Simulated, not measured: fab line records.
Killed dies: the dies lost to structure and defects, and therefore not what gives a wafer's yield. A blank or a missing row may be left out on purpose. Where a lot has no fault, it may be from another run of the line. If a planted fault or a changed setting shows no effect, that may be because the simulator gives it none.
What tool caused it? :: flow nand_harc :: Sampling: 11 lots, 33 wafers, 4 of 1302 route steps

WHAT EACH GAUGE READ, for each wafer
The record lacks any reading of a measuring or inspecting step that a usual standard deviation could be used to judge.

EACH LOT AND THE TOOL THAT RAN IT (in order: tool; ch and the chambers of the sampled wafers; start)
lot: L636
NHARC_P_GATE_DESCUM_13: rie_diel-04 ch 0,3, day 4 14:00
NHARC_P_GATE_DEP_103: pecvd-03 ch 0,1, day 5 05:08
NHARC_P_GATE_ETCHBACK_37: rie_diel-10 ch 0,1,2, day 5 16:41
NHARC_P_GATE_DESCUM_48: rie_diel-10 ch 0,1, day 5 17:52

lot: L637
NHARC_P_GATE_DESCUM_13: rie_diel-10 ch 0,2,3, day 4 21:58
NHARC_P_GATE_DEP_103: pecvd-01 ch 1,2, day 5 11:38
NHARC_P_GATE_ETCHBACK_37: rie_diel-12 ch 0,2,3, day 5 23:11
NHARC_P_GATE_DESCUM_48: rie_diel-10 ch 0,3, day 6 00:22

lot: L638
NHARC_P_GATE_DESCUM_13: rie_diel-10 ch 0,2,3, day 5 05:37
NHARC_P_GATE_DEP_103: pecvd-02 ch 0,1,2, day 5 21:20
NHARC_P_GATE_ETCHBACK_37: rie_diel-10 ch 0,1,3, day 6 08:46
NHARC_P_GATE_DESCUM_48: rie_diel-12 ch 0,1,2, day 6 09:57

lot: L640
NHARC_P_GATE_DESCUM_13: rie_diel-04 ch 0,1,2, day 6 04:03
NHARC_P_GATE_DEP_103: pecvd-03 ch 0,1,2, day 6 21:02
NHARC_P_GATE_ETCHBACK_37: rie_diel-12 ch 0,2,3, day 7 08:34
NHARC_P_GATE_DESCUM_48: rie_diel-10 ch 0,1, day 7 09:50

lot: L643
NHARC_P_GATE_DESCUM_13: rie_diel-10 ch 0,1,2, day 7 13:25
NHARC_P_GATE_DEP_103: pecvd-03 ch 0,2, day 8 05:47
NHARC_P_GATE_ETCHBACK_37: rie_diel-10 ch 0,1,3, day 8 17:26
NHARC_P_GATE_DESCUM_48: rie_diel-10 ch 0,2,3, day 8 18:37

lot: L646
NHARC_P_GATE_DESCUM_13: rie_diel-04 ch 0,2,3, day 8 19:45
NHARC_P_GATE_DEP_103: pecvd-02 ch 0,1, day 9 10:20
NHARC_P_GATE_ETCHBACK_37: rie_diel-10 ch 1,3, day 10 00:06
NHARC_P_GATE_DESCUM_48: rie_diel-04 ch 2,3, day 10 01:17

lot: L647
NHARC_P_GATE_DESCUM_13: rie_diel-10 ch 2,3, day 9 03:58
NHARC_P_GATE_DEP_103: pecvd-03 ch 0,2, day 9 19:33
NHARC_P_GATE_ETCHBACK_37: rie_diel-10 ch 1,2, day 10 07:11
NHARC_P_GATE_DESCUM_48: rie_diel-12 ch 0,1,2, day 10 08:14

lot: L648
NHARC_P_GATE_DESCUM_13: rie_diel-04 ch 0,1,2, day 9 14:49
NHARC_P_GATE_DEP_103: pecvd-01 ch 0,1,2, day 10 08:47
NHARC_P_GATE_ETCHBACK_37: rie_diel-12 ch 0,1,2, day 10 20:24
NHARC_P_GATE_DESCUM_48: rie_diel-10 ch 1,3, day 10 21:35

lot: L654
NHARC_P_GATE_DESCUM_13: rie_diel-12 ch 1,2,3, day 11 21:32
NHARC_P_GATE_DEP_103: pecvd-01 ch 0,2, day 12 11:46
NHARC_P_GATE_ETCHBACK_37: rie_diel-10 ch 0,2,3, day 12 23:24
NHARC_P_GATE_DESCUM_48: rie_diel-12 ch 1,2, day 13 00:27

lot: L658
NHARC_P_GATE_DESCUM_13: rie_diel-10 ch 0,2, day 13 17:54
NHARC_P_GATE_DEP_103: pecvd-03 ch 0,1,2, day 14 06:58
NHARC_P_GATE_ETCHBACK_37: rie_diel-12 ch 1,2, day 14 18:29
NHARC_P_GATE_DESCUM_48: rie_diel-04 ch 1,2,3, day 14 19:32

lot: L659
NHARC_P_GATE_DESCUM_13: rie_diel-12 ch 1,2,3, day 14 03:17
NHARC_P_GATE_DEP_103: pecvd-03 ch 0,1,2, day 14 21:49
NHARC_P_GATE_ETCHBACK_37: rie_diel-04 ch 1,2,3, day 15 09:17
NHARC_P_GATE_DESCUM_48: rie_diel-10 ch 0,3, day 15 10:28
- NHARC_P_GATE_DESCUM_13: chemistry O2, time 3 s.
- NHARC_P_GATE_DEP_103: deposits SiON, target thk 30 nm.
- NHARC_P_GATE_ETCHBACK_37: etches the open film in CHF3/O2, target depth 34.5 nm, time 17.2 s.
- NHARC_P_GATE_DESCUM_48: chemistry O2, time 3 s.

AS READ BY THE TOOLS THEMSELVES (means over the sampled wafers that have a number; for cases with no such wafer, the mark the record gives instead)
NHARC_P_GATE_DESCUM_13. Usual: drypump_motor_current_A 5.9 A, standard deviation 0.31; mfc_ar_sccm 0.008 sccm, standard deviation 0.0088; oes_product_au 0.994 a.u., standard deviation 0.01; rf_vpp_V 57.8 V, standard deviation 0.84; showerhead_plenum_p_Torr 1.92 Torr, standard deviation 0.093; throttle_valve_pct 11.311 %, standard deviation 0.0094.
lot: L636
tool: rie_diel-04
drypump_motor_current_A (A): 5.8
mfc_ar_sccm (sccm): 0.000
oes_product_au (a.u.): 0.992
rf_vpp_V (V): 57.9
showerhead_plenum_p_Torr (Torr): 2.00
throttle_valve_pct (%): 11.318
flag: 

lot: L637
tool: rie_diel-10
drypump_motor_current_A (A): 6.1
mfc_ar_sccm (sccm): 0.010
oes_product_au (a.u.): 1.002
rf_vpp_V (V): 57.9
showerhead_plenum_p_Torr (Torr): 1.96
throttle_valve_pct (%): 11.303
flag: 

lot: L638
tool: rie_diel-10
drypump_motor_current_A (A): 6.1
mfc_ar_sccm (sccm): 0.010
oes_product_au (a.u.): 0.992
rf_vpp_V (V): 58.8
showerhead_plenum_p_Torr (Torr): 1.96
throttle_valve_pct (%): 11.309
flag: 

lot: L640
tool: rie_diel-04
drypump_motor_current_A (A): 5.5
mfc_ar_sccm (sccm): 0.014
oes_product_au (a.u.): 0.990
rf_vpp_V (V): 58.1
showerhead_plenum_p_Torr (Torr): 2.00
throttle_valve_pct (%): 11.303
flag: 

lot: L643
tool: rie_diel-10
drypump_motor_current_A (A): 6.1
mfc_ar_sccm (sccm): 0.013
oes_product_au (a.u.): 0.992
rf_vpp_V (V): 57.3
showerhead_plenum_p_Torr (Torr): 1.91
throttle_valve_pct (%): 11.312
flag: 

lot: L646
tool: rie_diel-04
drypump_motor_current_A (A): 5.9
mfc_ar_sccm (sccm): 0.006
oes_product_au (a.u.): 1.000
rf_vpp_V (V): 57.5
showerhead_plenum_p_Torr (Torr): 2.00
throttle_valve_pct (%): 11.310
flag: 

lot: L647
tool: rie_diel-10
drypump_motor_current_A (A): 6.1
mfc_ar_sccm (sccm): 0.012
oes_product_au (a.u.): 0.998
rf_vpp_V (V): 56.9
showerhead_plenum_p_Torr (Torr): 1.96
throttle_valve_pct (%): 11.302
flag: 

lot: L648
tool: rie_diel-04
drypump_motor_current_A (A): 5.5
mfc_ar_sccm (sccm): 0.014
oes_product_au (a.u.): 0.994
rf_vpp_V (V): 58.6
showerhead_plenum_p_Torr (Torr): 2.00
throttle_valve_pct (%): 11.313
flag: 

lot: L654
tool: rie_diel-12
drypump_motor_current_A (A): 5.9
mfc_ar_sccm (sccm): 0.004
oes_product_au (a.u.): 0.982
rf_vpp_V (V): 57.0
showerhead_plenum_p_Torr (Torr): 1.84
throttle_valve_pct (%): 11.313
flag: 

lot: L658
tool: rie_diel-10
drypump_motor_current_A (A): 6.1
mfc_ar_sccm (sccm): 0.008
oes_product_au (a.u.): 1.002
rf_vpp_V (V): 57.0
showerhead_plenum_p_Torr (Torr): 1.96
throttle_valve_pct (%): 11.312
flag: 

lot: L659
tool: rie_diel-12
drypump_motor_current_A (A): 5.9
mfc_ar_sccm (sccm): 0.004
oes_product_au (a.u.): 0.988
rf_vpp_V (V): 58.7
showerhead_plenum_p_Torr (Torr): 1.84
throttle_valve_pct (%): 11.316
flag: 

NHARC_P_GATE_DEP_103. Usual: 720 W for heater_power_w, sd 62.
lot: L636
tool: pecvd-03
heater_power_w (W): 700
flag: 

lot: L637
tool: pecvd-01
heater_power_w (W): 764
flag: 

lot: L638
tool: pecvd-02
heater_power_w (W): 685
flag: 

lot: L640
tool: pecvd-03
heater_power_w (W): 708
flag: 

lot: L643
tool: pecvd-03
heater_power_w (W): 657
flag: 

lot: L646
tool: pecvd-02
heater_power_w (W): 696
flag: 

lot: L647
tool: pecvd-03
heater_power_w (W): 688
flag: 

lot: L648
tool: pecvd-01
heater_power_w (W): 746
flag: 

lot: L654
tool: pecvd-01
heater_power_w (W): 801
flag: 

lot: L658
tool: pecvd-03
heater_power_w (W): 718
flag: 

lot: L659
tool: pecvd-03
heater_power_w (W): 693
flag: 

NHARC_P_GATE_ETCHBACK_37. Usual: value, then standard deviation, for each; drypump_motor_current_A 5.96 A / 0.3; mfc_ar_sccm 199.9 sccm / 0.64; o2_flow_sccm 10.000 sccm / 0.03; oes_product_au 0.94 a.u. / 0.033; rf_vpp_V 370.8 V / 2.8; showerhead_plenum_p_Torr 2.41 Torr / 0.11; throttle_valve_pct 20.572 % / 0.0096.
lot: L636
tool: rie_diel-10
drypump_motor_current_A (A): 6.09
mfc_ar_sccm (sccm): 199.8
o2_flow_sccm (sccm): 9.984
oes_product_au (a.u.): 0.93
rf_vpp_V (V): 370.6
showerhead_plenum_p_Torr (Torr): 2.40
throttle_valve_pct (%): 20.567
flag: 

lot: L637
tool: rie_diel-12
drypump_motor_current_A (A): 5.79
mfc_ar_sccm (sccm): 199.6
o2_flow_sccm (sccm): 10.012
oes_product_au (a.u.): 0.94
rf_vpp_V (V): 368.9
showerhead_plenum_p_Torr (Torr): 2.31
throttle_valve_pct (%): 20.573
flag: 

lot: L638
tool: rie_diel-10
drypump_motor_current_A (A): 6.11
mfc_ar_sccm (sccm): 199.9
o2_flow_sccm (sccm): 9.990
oes_product_au (a.u.): 0.93
rf_vpp_V (V): 369.5
showerhead_plenum_p_Torr (Torr): 2.38
throttle_valve_pct (%): 20.571
flag: 

lot: L640
tool: rie_diel-12
drypump_motor_current_A (A): 5.79
mfc_ar_sccm (sccm): 200.6
o2_flow_sccm (sccm): 9.983
oes_product_au (a.u.): 0.92
rf_vpp_V (V): 368.8
showerhead_plenum_p_Torr (Torr): 2.31
throttle_valve_pct (%): 20.570
flag: 

lot: L643
tool: rie_diel-10
drypump_motor_current_A (A): 6.12
mfc_ar_sccm (sccm): 200.1
o2_flow_sccm (sccm): 9.974
oes_product_au (a.u.): 0.93
rf_vpp_V (V): 370.4
showerhead_plenum_p_Torr (Torr): 2.38
throttle_valve_pct (%): 20.574
flag: 

lot: L646
tool: rie_diel-10
drypump_motor_current_A (A): 6.11
mfc_ar_sccm (sccm): 200.4
o2_flow_sccm (sccm): 10.011
oes_product_au (a.u.): 0.98
rf_vpp_V (V): 368.7
showerhead_plenum_p_Torr (Torr): 2.32
throttle_valve_pct (%): 20.578
flag: 

lot: L647
tool: rie_diel-10
drypump_motor_current_A (A): 6.02
mfc_ar_sccm (sccm): 199.5
o2_flow_sccm (sccm): 10.007
oes_product_au (a.u.): 0.92
rf_vpp_V (V): 371.9
showerhead_plenum_p_Torr (Torr): 2.43
throttle_valve_pct (%): 20.571
flag: 

lot: L648
tool: rie_diel-12
drypump_motor_current_A (A): 5.93
mfc_ar_sccm (sccm): 200.1
o2_flow_sccm (sccm): 10.004
oes_product_au (a.u.): 0.92
rf_vpp_V (V): 368.4
showerhead_plenum_p_Torr (Torr): 2.33
throttle_valve_pct (%): 20.576
flag: 

lot: L654
tool: rie_diel-10
drypump_motor_current_A (A): 6.09
mfc_ar_sccm (sccm): 199.4
o2_flow_sccm (sccm): 9.349
oes_product_au (a.u.): 0.92
rf_vpp_V (V): 371.6
showerhead_plenum_p_Torr (Torr): 2.45
throttle_valve_pct (%): 20.555
flag: OFF

lot: L658
tool: rie_diel-12
drypump_motor_current_A (A): 6.01
mfc_ar_sccm (sccm): 200.1
o2_flow_sccm (sccm): 10.009
oes_product_au (a.u.): 0.92
rf_vpp_V (V): 369.2
showerhead_plenum_p_Torr (Torr): 2.33
throttle_valve_pct (%): 20.572
flag: 

lot: L659
tool: rie_diel-04
drypump_motor_current_A (A): 5.84
mfc_ar_sccm (sccm): 199.7
o2_flow_sccm (sccm): 10.004
oes_product_au (a.u.): 0.93
rf_vpp_V (V): 373.5
showerhead_plenum_p_Torr (Torr): 2.54
throttle_valve_pct (%): 20.573
flag: 

NHARC_P_GATE_DESCUM_48. Usual: drypump_motor_current_A 5.9 A, standard deviation 0.31; mfc_ar_sccm 0.007 sccm, standard deviation 0.0085; oes_product_au 0.993 a.u., standard deviation 0.0099; rf_vpp_V 57.9 V, standard deviation 0.91; showerhead_plenum_p_Torr 1.92 Torr, standard deviation 0.092; throttle_valve_pct 11.311 %, standard deviation 0.0084.
lot: L636
tool: rie_diel-10
drypump_motor_current_A (A): 6.2
mfc_ar_sccm (sccm): 0.004
oes_product_au (a.u.): 0.993
rf_vpp_V (V): 58.2
showerhead_plenum_p_Torr (Torr): 1.89
throttle_valve_pct (%): 11.314
flag: 

lot: L637
tool: rie_diel-10
drypump_motor_current_A (A): 6.2
mfc_ar_sccm (sccm): 0.002
oes_product_au (a.u.): 0.991
rf_vpp_V (V): 57.3
showerhead_plenum_p_Torr (Torr): 1.94
throttle_valve_pct (%): 11.313
flag: 

lot: L638
tool: rie_diel-12
drypump_motor_current_A (A): 5.9
mfc_ar_sccm (sccm): 0.003
oes_product_au (a.u.): 0.988
rf_vpp_V (V): 57.7
showerhead_plenum_p_Torr (Torr): 1.85
throttle_valve_pct (%): 11.310
flag: 

lot: L640
tool: rie_diel-10
drypump_motor_current_A (A): 6.2
mfc_ar_sccm (sccm): 0.004
oes_product_au (a.u.): 0.990
rf_vpp_V (V): 58.2
showerhead_plenum_p_Torr (Torr): 1.89
throttle_valve_pct (%): 11.306
flag: 

lot: L643
tool: rie_diel-10
drypump_motor_current_A (A): 6.1
mfc_ar_sccm (sccm): 0.010
oes_product_au (a.u.): 0.999
rf_vpp_V (V): 58.0
showerhead_plenum_p_Torr (Torr): 1.96
throttle_valve_pct (%): 11.320
flag: 

lot: L646
tool: rie_diel-04
drypump_motor_current_A (A): 5.9
mfc_ar_sccm (sccm): 0.012
oes_product_au (a.u.): 0.996
rf_vpp_V (V): 58.2
showerhead_plenum_p_Torr (Torr): 2.00
throttle_valve_pct (%): 11.310
flag: 

lot: L647
tool: rie_diel-12
drypump_motor_current_A (A): 5.9
mfc_ar_sccm (sccm): 0.003
oes_product_au (a.u.): 0.983
rf_vpp_V (V): 58.4
showerhead_plenum_p_Torr (Torr): 1.85
throttle_valve_pct (%): 11.314
flag: 

lot: L648
tool: rie_diel-10
drypump_motor_current_A (A): 6.1
mfc_ar_sccm (sccm): 0.011
oes_product_au (a.u.): 0.990
rf_vpp_V (V): 57.6
showerhead_plenum_p_Torr (Torr): 1.85
throttle_valve_pct (%): 11.305
flag: 

lot: L654
tool: rie_diel-12
drypump_motor_current_A (A): 6.0
mfc_ar_sccm (sccm): 0.006
oes_product_au (a.u.): 0.990
rf_vpp_V (V): 57.3
showerhead_plenum_p_Torr (Torr): 1.85
throttle_valve_pct (%): 11.314
flag: 

lot: L658
tool: rie_diel-04
drypump_motor_current_A (A): 5.8
mfc_ar_sccm (sccm): 0.014
oes_product_au (a.u.): 0.996
rf_vpp_V (V): 58.8
showerhead_plenum_p_Torr (Torr): 2.03
throttle_valve_pct (%): 11.307
flag: 

lot: L659
tool: rie_diel-10
drypump_motor_current_A (A): 6.2
mfc_ar_sccm (sccm): 0.002
oes_product_au (a.u.): 1.002
rf_vpp_V (V): 57.3
showerhead_plenum_p_Torr (Torr): 1.94
throttle_valve_pct (%): 11.306
flag: 

THE ANSWER, worked out from the rows above alone
Rule: lot off if the mean of its wafers having a number is beyond 3 standard deviations from the usual mean. A lot without any number at a reading at which 4 lots or more have one is off too. Where the step has rows for the other lots, those lots are counted as sound. Order of review: gauges by route order, followed by the tools' own readings, for which a lot's mean as printed above is used. At the first step where some lot is off, the reading lying furthest off is the one used; lots without a number count as furthest.
Off: L654 (NHARC_P_GATE_ETCHBACK_37, o2_flow_sccm).
A tool fits if, at that step or a process step before it, it ran every lot that is off, and no sound lot after the first of them. This does not decide it: 2 tools fit, namely pecvd-01 at NHARC_P_GATE_DEP_103 and rie_diel-10 at NHARC_P_GATE_ETCHBACK_37.

WHAT HAD BEEN PUT IN BY THE SIMULATOR
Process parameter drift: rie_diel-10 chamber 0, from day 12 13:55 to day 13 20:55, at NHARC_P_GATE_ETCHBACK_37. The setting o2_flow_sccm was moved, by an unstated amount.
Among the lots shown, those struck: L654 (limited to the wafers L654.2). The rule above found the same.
